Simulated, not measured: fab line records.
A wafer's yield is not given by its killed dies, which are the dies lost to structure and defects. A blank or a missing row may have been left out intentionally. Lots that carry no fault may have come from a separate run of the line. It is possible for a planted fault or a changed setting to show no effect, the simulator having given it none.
Chamber matching | flow n5Finfet | 4 sister chambers for N5_MOL_CONTACT_COAG_STRIP_72 on rieDiel-05
The step strips in N2/H2. 16 wafers are shown with their chamber, then 8 later ones without.

== EACH WAFER AND ITS CHAMBER ==
wafer  | chamber | drypumpMotorCurrentA (A) | showerheadPlenumPTorr (Torr) | throttleValvePct (%)
L077.1 | 0       | 6.3                      | 2.43                         | 23.0
L077.3 | 2       | 6.0                      | 2.47                         | 23.2
L077.6 | 2       | 5.9                      | 2.47                         | 23.2
L079.1 | 0       | 6.3                      | 2.43                         | 23.0
L079.3 | 3       | 5.6                      | 2.61                         | 23.5
L079.4 | 1       | 4.9                      | 2.54                         | 23.4
L084.1 | 1       | 4.9                      | 2.53                         | 23.4
L084.4 | 2       | 5.9                      | 2.47                         | 23.2
L084.6 | 0       | 6.3                      | 2.42                         | 23.0
L088.1 | 1       | 4.9                      | 2.53                         | 23.3
L088.3 | 2       | 5.9                      | 2.47                         | 23.2
L088.5 | 1       | 4.9                      | 2.53                         | 23.4
L090.1 | 3       | 5.6                      | 2.60                         | 23.5
L090.2 | 2       | 6.0                      | 2.46                         | 23.2
L090.6 | 0       | 6.3                      | 2.42                         | 23.1
L093.1 | 2       | 5.9                      | 2.46                         | 23.2

SIGNATURES (means of the wafers above)
reading               | chamber 0 | chamber 1 | chamber 2 | chamber 3 | scatter within a chamber
drypumpMotorCurrentA  | 6.300     | 4.900     | 5.933     | 5.600     | 0.0333
showerheadPlenumPTorr | 2.4250    | 2.5325    | 2.4667    | 2.6050    | 0.00546
throttleValvePct      | 23.025    | 23.375    | 23.200    | 23.500    | 0.0354
Rule: a wafer lies at a distance from a chamber equal to the root of the sum of squares, over the readings, of (its reading less the chamber's mean, divided by the reading's scatter). The wafer belongs to the nearest chamber; if the next one is less than 2 further off, it can't be placed. The scatter: the root of (the sum of the squares of (reading less its chamber's mean) over the shown wafers, divided by (wafers less chambers)).

== WAFERS MISSING THEIR CHAMBER ==
wafer  | drypumpMotorCurrentA (A) | showerheadPlenumPTorr (Torr) | throttleValvePct (%)
L093.5 | 6.3                      | 2.41                         | 23.0
L093.6 | 6.0                      | 2.46                         | 23.2
L094.2 | 6.3                      | 2.41                         | 23.1
L094.3 | 4.9                      | 2.52                         | 23.4
L094.5 | 4.9                      | 2.52                         | 23.4
L097.1 | 4.9                      | 2.52                         | 23.4
L097.4 | 4.9                      | 2.52                         | 23.4
L097.5 | 4.9                      | 2.52                         | 23.4

== WHICH CHAMBER EACH ONE RAN IN ==
wafer  | from the rows above | in truth
L093.5 | 0                   | 0
L093.6 | 2                   | 2
L094.2 | 0                   | 0
L094.3 | 1                   | 1
L094.5 | 1                   | 1
L097.1 | 1                   | 1
L097.4 | 1                   | 1
L097.5 | 1                   | 1
Correct placement for 8 of the 8. Not placeable from these rows: 0. Wrongly placed: 0.
